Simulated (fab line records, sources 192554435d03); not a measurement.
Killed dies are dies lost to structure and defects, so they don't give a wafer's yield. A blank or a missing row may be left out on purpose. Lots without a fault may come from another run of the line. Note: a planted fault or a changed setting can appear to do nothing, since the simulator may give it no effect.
fab line records + flow n5_finfet
record
- lots=14
- wafers=42
- last_day=17
route steps=1938 shown HKMG_FIN@400
lots with no fault: from the same line, run without faults
start_h: hours from the record's first day to the start of the lot's first wafer shown + wait_h: how many hours have passed since the lot's step before this one + " unchanged from the row above + L1.1+2: a row that stands for several wafers + - no value present, or no start provided + * or withheld: withheld + < > ~ a bound
route shown NAME@n: a module of which the file shows steps, and the number in the route of the first + usual: mean/standard deviation of fault-free wafers + same: alike in all rows + chamber/n: place in a boat + sites: the reading at each site + _std_site: the standard deviation of these + _edge_site: inner sites' mean taken away from outer sites' mean + radius_mm: how far each site lies from the wafer's centre + mask NAME#n: copy n + behind: the most recent tool/chamber to have shaped the wafer + hold: why the lot went on hold/how many hours it stayed there/how the hold came to an end + device: names the non-switching transistor (n, p or np) + end of line: tests of these same wafers at the route's end + where a step has no rows: the recipe by itself + killed: dies that structure and defects cost at the first sort, which is not the same as the wafer's yield + map: a wafer's dies, x killed, . not, _ none there
set.NAME: the setting as run; set.NAME@STEP: as run at that earlier step + model.NAME: the simulator's own value behind a step, which no gauge read
steps of the route over a sample of lots; a table a step, a row a wafer
services: a tool's chamber out of use, with start hour (start_h, from the record's first day; less than 0 if before it), hours out, and reason
## steps
# step N5_HKMG_FIN_INSPECT_61
# recipe
- mode=adi
- inspect_instrument=macro
# usual
- raw_defect_count=2.1/1.4
| lot.wafer | tool              | chamber | start_h | wait_h | raw_defect_count |
|-----------|-------------------|---------|---------|--------|------------------|
| L849.4    | defect_inspect-02 | -       | 72.51   | 0.0    | 1                |
| L849.5    | "                 | -       | "       | "      | 4                |
| L849.6    | "                 | -       | "       | "      | 3                |
| L850.1    | defect_inspect-02 | -       | 79.28   | 0.0    | 1                |
| L850.3    | "                 | -       | "       | "      | 2                |
| L850.6    | "                 | -       | "       | "      | 0                |
| L851.1    | defect_inspect-01 | -       | 85.32   | 0.0    | 2                |
| L851.3    | "                 | -       | "       | "      | 4                |
| L851.5    | "                 | -       | "       | "      | 2                |
| L852.1    | defect_inspect-02 | -       | 93.24   | 0.0    | 3                |
| L852.2    | "                 | -       | "       | "      | 2                |
| L852.5    | "                 | -       | "       | "      | 0                |
| L854.2    | defect_inspect-02 | -       | 101.46  | 0.0    | 3                |
| L854.4    | "                 | -       | "       | "      | 3                |
| L854.5    | "                 | -       | "       | "      | 2                |
| L856.3    | defect_inspect-01 | -       | 114.70  | 0.0    | 4                |
| L856.4    | "                 | -       | "       | "      | 5                |
| L856.5    | "                 | -       | "       | "      | 4                |
| L860.2    | defect_inspect-01 | -       | 137.46  | 0.0    | 2                |
| L860.4    | "                 | -       | "       | "      | 5                |
| L860.5    | "                 | -       | "       | "      | 1                |
| L862.1    | defect_inspect-01 | -       | 149.88  | 0.0    | 3                |
| L862.2    | "                 | -       | "       | "      | 0                |
| L862.3    | "                 | -       | "       | "      | 1                |
| L863.1    | defect_inspect-01 | -       | 159.46  | 0.0    | 3                |
| L863.4    | "                 | -       | "       | "      | 3                |
| L863.5    | "                 | -       | "       | "      | 0                |
| L866.1    | defect_inspect-01 | -       | 174.54  | 0.0    | 1                |
| L866.2    | "                 | -       | "       | "      | 1                |
| L866.6    | "                 | -       | "       | "      | 3                |
| L867.1    | defect_inspect-02 | -       | 181.21  | 0.0    | 1                |
| L867.2    | "                 | -       | "       | "      | 1                |
| L867.3    | "                 | -       | "       | "      | 1                |
| L868.3    | defect_inspect-01 | -       | 185.86  | 0.0    | 2                |
| L868.4    | "                 | -       | "       | "      | 2                |
| L868.6    | "                 | -       | "       | "      | 2                |
| L872.2    | defect_inspect-02 | -       | 209.94  | 0.0    | 0                |
| L872.3    | "                 | -       | "       | "      | 2                |
| L872.6    | "                 | -       | "       | "      | 4                |
| L871.3    | defect_inspect-02 | -       | 210.92  | 0.0    | 0                |
| L871.4    | "                 | -       | "       | "      | 1                |
| L871.6    | "                 | -       | "       | "      | 5                |
# step N5_HKMG_FIN_EXPOSE_09
# recipe
- mask_id=NWFM
- na=1.35
- source_shape=conventional
- sigma_outer=0.8
- polarization=unpolarized
- dose_mj=39.25
# usual
- exposure_dose_mJ_cm2=39.22/0.05
# same
- na=1.35
| lot.wafer | tool            | chamber | start_h | wait_h | mask   | exposure_dose_mJ_cm2 |
|-----------|-----------------|---------|---------|--------|--------|----------------------|
| L849.4    | arfi_scanner-03 | 0       | 75.64   | -      | NWFM#0 | 39.22                |
| L849.5    | "               | 0       | "       | "      | NWFM#0 | 39.16                |
| L849.6    | "               | 0       | "       | "      | NWFM#0 | 39.26                |
| L850.1    | arfi_scanner-02 | 0       | 82.89   | -      | NWFM#0 | 39.24                |
| L850.3    | "               | 0       | "       | "      | NWFM#0 | 39.30                |
| L850.6    | "               | 0       | "       | "      | NWFM#0 | 39.27                |
| L851.1    | arfi_scanner-03 | 0       | 88.71   | -      | NWFM#0 | 39.18                |
| L851.3    | "               | 0       | "       | "      | NWFM#0 | 39.13                |
| L851.5    | "               | 0       | "       | "      | NWFM#0 | 39.14                |
| L852.1    | arfi_scanner-02 | 0       | 96.74   | -      | NWFM#0 | 39.24                |
| L852.2    | "               | 0       | "       | "      | NWFM#0 | 39.29                |
| L852.5    | "               | 0       | "       | "      | NWFM#0 | 39.28                |
| L854.2    | arfi_scanner-03 | 0       | 104.79  | -      | NWFM#0 | 39.17                |
| L854.4    | "               | 0       | "       | "      | NWFM#0 | 39.27                |
| L854.5    | "               | 0       | "       | "      | NWFM#0 | 39.20                |
| L856.3    | arfi_scanner-01 | 0       | 118.75  | -      | NWFM#0 | 39.30                |
| L856.4    | "               | 0       | "       | "      | NWFM#0 | 39.26                |
| L856.5    | "               | 0       | "       | "      | NWFM#0 | 39.23                |
| L860.2    | arfi_scanner-03 | 0       | 140.66  | -      | NWFM#0 | 39.17                |
| L860.4    | "               | 0       | "       | "      | NWFM#0 | 39.24                |
| L860.5    | "               | 0       | "       | "      | NWFM#0 | 39.20                |
| L862.1    | arfi_scanner-03 | 0       | 153.19  | -      | NWFM#0 | 39.17                |
| L862.2    | "               | 0       | "       | "      | NWFM#0 | 39.22                |
| L862.3    | "               | 0       | "       | "      | NWFM#0 | 39.18                |
| L863.1    | arfi_scanner-02 | 0       | 162.81  | -      | NWFM#0 | 39.22                |
| L863.4    | "               | 0       | "       | "      | NWFM#0 | 39.21                |
| L863.5    | "               | 0       | "       | "      | NWFM#0 | 39.17                |
| L866.1    | arfi_scanner-02 | 0       | 177.74  | -      | NWFM#0 | 39.20                |
| L866.2    | "               | 0       | "       | "      | NWFM#0 | 39.24                |
| L866.6    | "               | 0       | "       | "      | NWFM#0 | 39.19                |
| L867.1    | arfi_scanner-01 | 0       | 184.40  | -      | NWFM#0 | 39.24                |
| L867.2    | "               | 0       | "       | "      | NWFM#0 | 39.17                |
| L867.3    | "               | 0       | "       | "      | NWFM#0 | 39.19                |
| L868.3    | arfi_scanner-02 | 0       | 189.58  | -      | NWFM#0 | 39.34                |
| L868.4    | "               | 0       | "       | "      | NWFM#0 | 39.34                |
| L868.6    | "               | 0       | "       | "      | NWFM#0 | 39.28                |
| L872.2    | arfi_scanner-01 | 0       | 213.34  | -      | NWFM#0 | 39.21                |
| L872.3    | "               | 0       | "       | "      | NWFM#0 | 39.26                |
| L872.6    | "               | 0       | "       | "      | NWFM#0 | 39.28                |
| L871.3    | arfi_scanner-01 | 0       | 214.05  | -      | NWFM#0 | 39.22                |
| L871.4    | "               | 0       | "       | "      | NWFM#0 | 39.20                |
| L871.6    | "               | 0       | "       | "      | NWFM#0 | 39.25                |
# step N5_HKMG_FIN_CD_MEAS_12
# recipe
- target_cd_nm=92.8
- landing_energy_ev=500
- detector=se_inlens
# usual
- cd_nm=92.8/0.63
| lot.wafer | tool      | chamber | start_h | wait_h | cd_nm |
|-----------|-----------|---------|---------|--------|-------|
| L849.4    | cd_sem-02 | 0       | 75.75   | -      | 92.9  |
| L849.5    | "         | 0       | "       | "      | 94.1  |
| L849.6    | "         | 0       | "       | "      | 93.5  |
| L850.1    | cd_sem-02 | 0       | 83.01   | -      | 92.8  |
| L850.3    | "         | 0       | "       | "      | 92.6  |
| L850.6    | "         | 0       | "       | "      | 92.9  |
| L851.1    | cd_sem-03 | 0       | 88.83   | -      | 92.4  |
| L851.3    | "         | 0       | "       | "      | 93.5  |
| L851.5    | "         | 0       | "       | "      | 92.2  |
| L852.1    | cd_sem-01 | 0       | 96.86   | -      | 92.1  |
| L852.2    | "         | 0       | "       | "      | 92.7  |
| L852.5    | "         | 0       | "       | "      | 92.3  |
| L854.2    | cd_sem-01 | 0       | 104.92  | -      | 93.4  |
| L854.4    | "         | 0       | "       | "      | 93.8  |
| L854.5    | "         | 0       | "       | "      | 93.9  |
| L856.3    | cd_sem-03 | 0       | 118.86  | -      | 92.6  |
| L856.4    | "         | 0       | "       | "      | 91.9  |
| L856.5    | "         | 0       | "       | "      | 92.1  |
| L860.2    | cd_sem-03 | 0       | 140.78  | -      | 64.1  |
| L860.4    | "         | 0       | "       | "      | 92.9  |
| L860.5    | "         | 0       | "       | "      | 93.0  |
| L862.1    | cd_sem-01 | 0       | 153.32  | -      | 63.7  |
| L862.2    | "         | 0       | "       | "      | 65.8  |
| L862.3    | "         | 0       | "       | "      | 62.6  |
| L863.1    | cd_sem-02 | 0       | 162.94  | -      | 93.8  |
| L863.4    | "         | 0       | "       | "      | 93.5  |
| L863.5    | "         | 0       | "       | "      | 92.6  |
| L866.1    | cd_sem-02 | 0       | 177.86  | -      | 92.7  |
| L866.2    | "         | 0       | "       | "      | 92.7  |
| L866.6    | "         | 0       | "       | "      | 92.6  |
| L867.1    | cd_sem-02 | 0       | 184.52  | -      | 92.1  |
| L867.2    | "         | 0       | "       | "      | 92.0  |
| L867.3    | "         | 0       | "       | "      | 91.6  |
| L868.3    | cd_sem-02 | 0       | 189.69  | -      | 93.1  |
| L868.4    | "         | 0       | "       | "      | 93.1  |
| L868.6    | "         | 0       | "       | "      | 92.9  |
| L872.2    | cd_sem-03 | 0       | 213.46  | -      | 93.3  |
| L872.3    | "         | 0       | "       | "      | 93.2  |
| L872.6    | "         | 0       | "       | "      | 93.5  |
| L871.3    | cd_sem-03 | 0       | 214.17  | -      | 94.1  |
| L871.4    | "         | 0       | "       | "      | 93.4  |
| L871.6    | "         | 0       | "       | "      | 93.8  |
# step N5_HKMG_FIN_INSPECT_14
# recipe
- mode=adi
- inspect_instrument=macro
# usual
- raw_defect_count=2.0/1.4
| lot.wafer | tool              | chamber | start_h | wait_h | raw_defect_count |
|-----------|-------------------|---------|---------|--------|------------------|
| L849.4    | defect_inspect-01 | -       | 75.80   | 0.0    | 3                |
| L849.5    | "                 | -       | "       | "      | 4                |
| L849.6    | "                 | -       | "       | "      | 2                |
| L850.1    | defect_inspect-02 | -       | 83.07   | 0.0    | 2                |
| L850.3    | "                 | -       | "       | "      | 1                |
| L850.6    | "                 | -       | "       | "      | 3                |
| L851.1    | defect_inspect-01 | -       | 88.89   | 0.0    | 3                |
| L851.3    | "                 | -       | "       | "      | 1                |
| L851.5    | "                 | -       | "       | "      | 1                |
| L852.1    | defect_inspect-02 | -       | 96.92   | 0.0    | 1                |
| L852.2    | "                 | -       | "       | "      | 1                |
| L852.5    | "                 | -       | "       | "      | 5                |
| L854.2    | defect_inspect-01 | -       | 104.97  | 0.0    | 1                |
| L854.4    | "                 | -       | "       | "      | 0                |
| L854.5    | "                 | -       | "       | "      | 2                |
| L856.3    | defect_inspect-01 | -       | 118.91  | 0.0    | 0                |
| L856.4    | "                 | -       | "       | "      | 3                |
| L856.5    | "                 | -       | "       | "      | 2                |
| L860.2    | defect_inspect-02 | -       | 140.84  | 0.0    | 4                |
| L860.4    | "                 | -       | "       | "      | 2                |
| L860.5    | "                 | -       | "       | "      | 2                |
| L862.1    | defect_inspect-02 | -       | 153.37  | 0.0    | 1                |
| L862.2    | "                 | -       | "       | "      | 0                |
| L862.3    | "                 | -       | "       | "      | 2                |
| L863.1    | defect_inspect-02 | -       | 162.99  | 0.0    | 4                |
| L863.4    | "                 | -       | "       | "      | 4                |
| L863.5    | "                 | -       | "       | "      | 0                |
| L866.1    | defect_inspect-01 | -       | 177.92  | 0.0    | 3                |
| L866.2    | "                 | -       | "       | "      | 3                |
| L866.6    | "                 | -       | "       | "      | 1                |
| L867.1    | defect_inspect-02 | -       | 184.58  | 0.0    | 1                |
| L867.2    | "                 | -       | "       | "      | 3                |
| L867.3    | "                 | -       | "       | "      | 2                |
| L868.3    | defect_inspect-02 | -       | 189.75  | 0.0    | 3                |
| L868.4    | "                 | -       | "       | "      | 1                |
| L868.6    | "                 | -       | "       | "      | 0                |
| L872.2    | defect_inspect-02 | -       | 213.51  | 0.0    | 3                |
| L872.3    | "                 | -       | "       | "      | 2                |
| L872.6    | "                 | -       | "       | "      | 4                |
| L871.3    | defect_inspect-02 | -       | 214.22  | 0.0    | 4                |
| L871.4    | "                 | -       | "       | "      | 2                |
| L871.6    | "                 | -       | "       | "      | 1                |
# step N5_HKMG_FIN_DESCUM_17
# recipe
- chemistry=O2
- time_s=7.9
- source_power_w=50
- bias_power_w=20
- pressure_mtorr=20
- rf_frequency_hz=2.712e+07
- temp_c=40
- resist=CAR-ArF
- o2_flow_sccm=225
# usual
- drypump_motor_current_A=5.9/0.35
- oes_product_au=0.78/0.083
- rf_vpp_V=243.5/1.3
- showerhead_plenum_p_Torr=2.13/0.059
- throttle_valve_pct=20.50/0.24
| lot.wafer | tool        | chamber | start_h | wait_h | drypump_motor_current_A | oes_product_au | rf_hours_counter_h | rf_vpp_V | showerhead_plenum_p_Torr | throttle_valve_pct |
|-----------|-------------|---------|---------|--------|-------------------------|----------------|--------------------|----------|--------------------------|--------------------|
| L849.4    | rie_diel-05 | 1       | 75.83   | 0.0    | 5.5                     | 0.74           | 151                | 244.6    | 2.18                     | 20.48              |
| L849.5    | "           | 3       | "       | "      | 5.8                     | 0.91           | -                  | 242.9    | 2.06                     | 20.30              |
| L849.6    | "           | 2       | "       | "      | 5.5                     | 0.92           | -                  | 244.7    | 2.14                     | 20.29              |
| L850.1    | rie_diel-04 | 2       | 83.18   | 0.1    | 6.0                     | 0.78           | 134                | 243.3    | 2.09                     | 20.71              |
| L850.3    | "           | 0       | "       | "      | 6.3                     | 0.74           | 192                | 244.3    | 2.18                     | 20.51              |
| L850.6    | "           | 2       | "       | "      | 6.1                     | 0.78           | -                  | 243.5    | 2.09                     | 20.73              |
| L851.1    | rie_diel-03 | 0       | 89.30   | 0.4    | 5.7                     | 0.69           | 208                | 243.8    | 2.17                     | 20.70              |
| L851.3    | "           | 2       | "       | "      | 5.8                     | 0.95           | 18                 | 247.0    | 2.23                     | 20.08              |
| L851.5    | "           | 1       | "       | "      | 5.5                     | 0.76           | -                  | 240.5    | 2.01                     | 19.93              |
| L852.1    | rie_diel-05 | 1       | 97.14   | 0.2    | 5.5                     | 0.73           | 158                | 245.2    | 2.18                     | 20.49              |
| L852.2    | "           | 0       | "       | "      | 5.6                     | 0.93           | 10                 | 246.1    | 2.23                     | 20.05              |
| L852.5    | "           | 1       | "       | "      | 5.5                     | 0.73           | -                  | 244.2    | 2.18                     | 20.47              |
| L854.2    | rie_diel-05 | 3       | 105.00  | 0.0    | 5.8                     | 0.89           | 27                 | 241.7    | 2.05                     | 20.33              |
| L854.4    | "           | 1       | "       | "      | 5.5                     | 0.73           | 161                | 244.6    | 2.18                     | 20.48              |
| L854.5    | "           | 2       | "       | "      | 5.5                     | 0.90           | -                  | 244.0    | 2.14                     | 20.32              |
| L856.3    | rie_diel-04 | 0       | 118.95  | 0.0    | 6.3                     | 0.72           | 206                | 243.5    | 2.17                     | 20.55              |
| L856.4    | "           | 1       | "       | "      | 6.4                     | 0.69           | -                  | 244.9    | 2.16                     | 20.69              |
| L856.5    | "           | 3       | "       | "      | 6.2                     | 0.77           | -                  | 244.0    | 2.08                     | 20.63              |
| L860.2    | rie_diel-04 | 2       | 140.87  | 0.0    | 6.1                     | 0.77           | 149                | 242.4    | 2.08                     | 20.74              |
| L860.4    | "           | 0       | "       | "      | 6.2                     | 0.72           | 214                | 244.3    | 2.17                     | 20.57              |
| L860.5    | "           | 1       | "       | "      | 6.5                     | 0.69           | -                  | 243.9    | 2.16                     | 20.72              |
| L862.1    | rie_diel-05 | 2       | 153.41  | 0.0    | 5.5                     | 0.87           | 43                 | 243.5    | 2.13                     | 20.33              |
| L862.2    | "           | 3       | "       | "      | 5.8                     | 0.86           | 44                 | 241.5    | 2.05                     | 20.35              |
| L862.3    | "           | 1       | "       | "      | 5.5                     | 0.72           | 177                | 244.7    | 2.17                     | 20.51              |
| L863.1    | rie_diel-04 | 0       | 163.03  | 0.0    | 6.3                     | 0.71           | 221                | 242.6    | 2.17                     | 20.59              |
| L863.4    | "           | 1       | "       | "      | 6.4                     | 0.68           | 239                | 244.0    | 2.15                     | 20.72              |
| L863.5    | "           | 3       | "       | "      | 6.3                     | 0.75           | -                  | 242.7    | 2.08                     | 20.67              |
| L866.1    | rie_diel-04 | 3       | 177.95  | 0.0    | 6.3                     | 0.75           | 177                | 244.4    | 2.08                     | 20.67              |
| L866.2    | "           | 1       | "       | "      | 6.4                     | 0.67           | 244                | 244.0    | 2.15                     | 20.73              |
| L866.6    | "           | 3       | "       | "      | 6.2                     | 0.75           | -                  | 242.5    | 2.08                     | 20.69              |
| L867.1    | rie_diel-05 | 0       | 184.61  | 0.0    | 5.6                     | 0.86           | 40                 | 244.9    | 2.22                     | 20.08              |
| L867.2    | "           | 2       | "       | "      | 5.5                     | 0.85           | 53                 | 243.7    | 2.13                     | 20.35              |
| L867.3    | "           | 3       | "       | "      | 5.8                     | 0.84           | 54                 | 241.2    | 2.04                     | 20.36              |
| L868.3    | rie_diel-04 | 3       | 189.78  | 0.0    | 6.3                     | 0.74           | 181                | 242.2    | 2.08                     | 20.70              |
| L868.4    | "           | 0       | "       | "      | 6.3                     | 0.71           | 230                | 245.0    | 2.16                     | 20.60              |
| L868.6    | "           | 3       | "       | "      | 6.3                     | 0.74           | -                  | 243.2    | 2.08                     | 20.69              |
| L872.2    | rie_diel-04 | 2       | 213.55  | 0.0    | 6.1                     | 0.74           | 176                | 240.4    | 2.07                     | 20.77              |
| L872.3    | "           | 3       | "       | "      | 6.3                     | 0.74           | 191                | 241.8    | 2.07                     | 20.70              |
| L872.6    | "           | 0       | "       | "      | 6.3                     | 0.70           | -                  | 243.9    | 2.16                     | 20.60              |
| L871.3    | rie_diel-04 | 2       | 215.20  | 1.0    | 6.1                     | 0.74           | 177                | 243.3    | 2.07                     | 20.78              |
| L871.4    | "           | 1       | "       | "      | 6.5                     | 1.02           | 0                  | 244.1    | 2.15                     | 20.38              |
| L871.6    | "           | 1       | "       | "      | 6.5                     | 1.01           | -                  | 243.2    | 2.15                     | 20.38              |
## services
| tool            | chamber | start_h | hours | kind   |
|-----------------|---------|---------|-------|--------|
| rie_diel-05     | 3       | 55.27   | 10.0  | repair |
| rie_diel-04     | 2       | 65.79   | 6.7   | repair |
| arfi_scanner-02 | -       | 73.84   | 2.8   | repair |
| arfi_scanner-01 | -       | 79.91   | 1.3   | pm     |
| arfi_scanner-02 | -       | 99.58   | 0.8   | pm     |
| arfi_scanner-01 | -       | 100.01  | 3.9   | pm     |
| arfi_scanner-02 | -       | 106.51  | 2.0   | repair |
| arfi_scanner-03 | -       | 109.32  | 1.0   | pm     |
| arfi_scanner-03 | -       | 111.00  | 1.3   | pm     |
| arfi_scanner-02 | -       | 112.21  | 4.9   | pm     |
| rie_diel-04     | 2       | 116.92  | 6.0   | repair |
| arfi_scanner-01 | -       | 124.16  | 0.2   | repair |
| arfi_scanner-03 | -       | 129.25  | 0.8   | pm     |
| arfi_scanner-01 | -       | 130.87  | 1.0   | pm     |
| arfi_scanner-02 | -       | 154.98  | 1.0   | pm     |
| arfi_scanner-02 | -       | 156.48  | 1.3   | pm     |
| arfi_scanner-02 | -       | 157.78  | 0.8   | pm     |
| arfi_scanner-01 | -       | 159.62  | 6.2   | repair |
| arfi_scanner-02 | -       | 169.58  | 1.0   | pm     |
| arfi_scanner-01 | -       | 175.57  | 4.9   | pm     |
| arfi_scanner-03 | -       | 182.00  | 0.5   | repair |
| arfi_scanner-01 | -       | 187.38  | 0.8   | pm     |
| arfi_scanner-02 | -       | 193.03  | 0.4   | repair |
| arfi_scanner-01 | -       | 205.41  | 1.3   | pm     |
## key
first_sign
- step=N5_HKMG_FIN_CD_MEAS_12
- reading=cd_nm
- direction=down
- sigmas=46
- usual=92.8
- struck=64.1
effect none on later readings
met_at N5_HKMG_FIN_EXPOSE_09
struck_lots L860,L862
struck_wafers L860.2,L862.1,L862.2,L862.3
later_rows_left_out L860.2,L862.1,L862.2,L862.3
sort_left_out L860.2,L862.1,L862.2,L862.3
tester_left_out L860,L862
not_acting_at N5_HKMG_FIN_INSPECT_61,N5_HKMG_FIN_INSPECT_14,N5_HKMG_FIN_DESCUM_17
onset_between 104.79 140.66
fault
- kind=process_parameter_drift
- tool=arfi_scanner-03
- chamber=-
- onset_h=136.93
- steps=N5_HKMG_FIN_EXPOSE_09
- channel=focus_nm
- offset=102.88
- shape=step
- end_h=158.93
- scope=struck_wafers_only
# tester_left_out: of these lots the tester's yield and bins aren't shown, on N5 and GAA mostly nor the transistor test; their killed dies are dies lost to structure and defects alone, not to doping, threshold or leakage, so they don't give the yield
# sort_left_out: the simulated sort isn't trusted on such a fault, so these wafers' sort isn't shown, and their yield isn't known
# later_rows_left_out: the simulator's readings of these wafers behind a module that went badly wrong aren't trusted and aren't shown, but for the sort
